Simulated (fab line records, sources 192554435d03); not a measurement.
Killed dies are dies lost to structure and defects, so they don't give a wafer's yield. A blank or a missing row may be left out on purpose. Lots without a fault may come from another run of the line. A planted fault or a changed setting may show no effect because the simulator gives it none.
Split-lot experiment | flow n5_finfet | 7 lots, 39 wafers read, on a route of 1938 steps

THE SPLIT
At N5_BEOL_M9_ETCH_62 (etches SOC in N2/H2, target depth 110 nm, overetch 22 nm, time 165 s), the setting time_s was moved away from the recipe's 165 s on 12 of the 39 wafers read, by -54.4% to +34.4%. The other wafers ran this setting at the recipe's value.

The reading is taken at the split's own step.

THE READING
SiARC_of_BEOL_M9_COAT_60.thk_nm (the simulator's own value, which no gauge read), in nm, at N5_BEOL_M9_ETCH_62 (etches SOC in N2/H2, target depth 110 nm, overetch 22 nm, time 165 s). The file gives no usual value for it. The 27 wafers here that ran the recipe average 23.7 nm, standard deviation 0.32 nm.

wafer  | tool, chamber at the split | time_s as run, s | against the recipe | SiARC_of_BEOL_M9_COAT_60.thk_nm, nm | against lot-mates on the recipe
L082.1 | rie_diel-02, 0             | 165              | recipe             | 23.8                                | -
L082.5 | rie_diel-02, 0             | 165              | recipe             | 23.8                                | -
L082.2 | rie_diel-02, 3             | 165              | recipe             | 24                                  | -
L082.3 | rie_diel-02, 1             | 138.9            | -15.8%             | 24                                  | +0.1
L082.4 | rie_diel-02, 2,1           | 138.9            | -15.8%             | 24.2                                | +0.3
L082.6 | rie_diel-02, 2,1           | 138.9            | -15.8%             | 24.2                                | +0.3
L080.1 | rie_diel-02, 2             | 165              | recipe             | 23.4                                | -
L080.2 | rie_diel-02, 0,3           | 165              | recipe             | 24                                  | -
L080.4 | rie_diel-02, 0,3           | 165              | recipe             | 24                                  | -
L080.3 | rie_diel-02, 1             | 165              | recipe             | 23                                  | -
L080.5 | rie_diel-02, 1             | 165              | recipe             | 23                                  | -
L080.6 | rie_diel-02, 0             | 165              | recipe             | 23.8                                | -
L088.1 | rie_diel-02, 3,0           | 165              | recipe             | 24                                  | -
L088.4 | rie_diel-02, 3,0           | 165              | recipe             | 24                                  | -
L088.2 | rie_diel-02, 0             | 221.7            | +34.4%             | 21.6                                | -2.1
L088.3 | rie_diel-02, 2             | 221.7            | +34.4%             | 21                                  | -2.7
L088.5 | rie_diel-02, 2             | 165              | recipe             | 23.2                                | -
L088.6 | rie_diel-02, 3             | 221.7            | +34.4%             | 22                                  | -1.7
L092.2 | rie_diel-02, 0             | 165              | recipe             | 24                                  | -
L092.3 | rie_diel-02, 2             | 165              | recipe             | 23.4                                | -
L092.6 | rie_diel-02, 2             | 165              | recipe             | 23.4                                | -
L094.1 | rie_diel-02, 2             | 165              | recipe             | 23.4                                | -
L094.2 | rie_diel-02, 3             | 165              | recipe             | 24                                  | -
L094.6 | rie_diel-02, 3             | 165              | recipe             | 24                                  | -
L094.3 | rie_diel-02, 1             | 140.2            | -15.0%             | 24.2                                | +0.4
L094.4 | rie_diel-02, 0             | 140.2            | -15.0%             | 24.8                                | +1.0
L094.5 | rie_diel-02, 2             | 140.2            | -15.0%             | 24.4                                | +0.6
L097.1 | rie_diel-06, 3             | 165              | recipe             | 23.6                                | -
L097.6 | rie_diel-06, 3             | 165              | recipe             | 23.6                                | -
L097.2 | rie_diel-06, 0,2,2         | 75.2             | -54.4%             | 27.2                                | +3.7
L097.3 | rie_diel-06, 0,2,2         | 75.2             | -54.4%             | 27.2                                | +3.7
L097.5 | rie_diel-06, 0,2,2         | 75.2             | -54.4%             | 27.2                                | +3.7
L097.4 | rie_diel-06, 1             | 165              | recipe             | 23.4                                | -
L095.1 | rie_diel-06, 1,3,1         | 165              | recipe             | 23.4                                | -
L095.2 | rie_diel-06, 1,3,1         | 165              | recipe             | 23.4                                | -
L095.6 | rie_diel-06, 1,3,1         | 165              | recipe             | 23.4                                | -
L095.3 | rie_diel-06, 0             | 165              | recipe             | 23.8                                | -
L095.5 | rie_diel-06, 0             | 165              | recipe             | 23.8                                | -
L095.4 | rie_diel-06, 2             | 165              | recipe             | 24                                  | -
Where a row lists several chambers, the file gives one row for several wafers and doesn't say which wafer went through which chamber.

THE FIT
A straight line over all 39 wafers: SiARC_of_BEOL_M9_COAT_60.thk_nm changes by -0.0622 nm for each +1% of time_s; r = -0.96; the points scatter about the line by 0.34 nm.
The same after taking each lot's own level away (the mean of its wafers on the recipe; 39 wafers): -0.0634 nm for each +1%; r = -0.96; scatter 0.37 nm.
On that fit, the largest move of time_s shifts the reading by 3.4 nm.
The lots' own levels span 23.53 to 23.87 nm, that is 1.0 times the standard deviation above.
So the lot-to-lot level changes the slope little: the two slopes agree.
Check: with one of the wafers moved furthest among these (-54.4%) left out of the fit, the line predicts +3.31 nm for it against its lot-mates. It came out at +3.67 nm against them.

OTHER SPLITS ON THESE WAFERS
These wafers also went through other splits before the reading. Each is held against what the fit with the lots' levels taken away leaves over:
other split on the same wafers              | wafers away from the commonest value | r with SiARC_of_BEOL_M9_COAT_60.thk_nm (lot level and that fit taken away)
N5_BEOL_M0_SAQP_SPACER2_ALD_26 target_thk_a | 15                                   | -0.07
N5_BEOL_M1_ALD_84 ald_cycles                | 12                                   | -0.23
N5_BEOL_M4_DEP_57 target_thk_a              | 15                                   | -0.20
N5_BEOL_M6_DEP_56 target_thk_a              | 9                                    | -0.35

THE WHOLE CHAIN: every reading that the file lists as answering this split, in the file's order
step                  | what it does                                                         | reading                                                                          | change (the file's fit)                                                           | r (the file's)
N5_BEOL_M9_ETCH_62    | etches SOC in N2/H2, target depth 110 nm, overetch 22 nm, time 165 s | SiARC_of_BEOL_M9_COAT_60.thk_nm (the simulator's own value, which no gauge read) | -0.0627 nm for each +1% of the setting                                            | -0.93
N5_BEOL_M9_HM_OPEN_17 | chemistry Cl2/BCl3, target TiN, target depth 20 nm, overetch 6 nm    | oes_product_au                                                                   | not straight: 0.31 at the lowest setting, 0.70 at the recipe, 0.62 at the highest | not given

THE FILE'S OWN FIT
SiARC_of_BEOL_M9_COAT_60.thk_nm changes by -0.0627 nm for each +1% of time_s, r = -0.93.
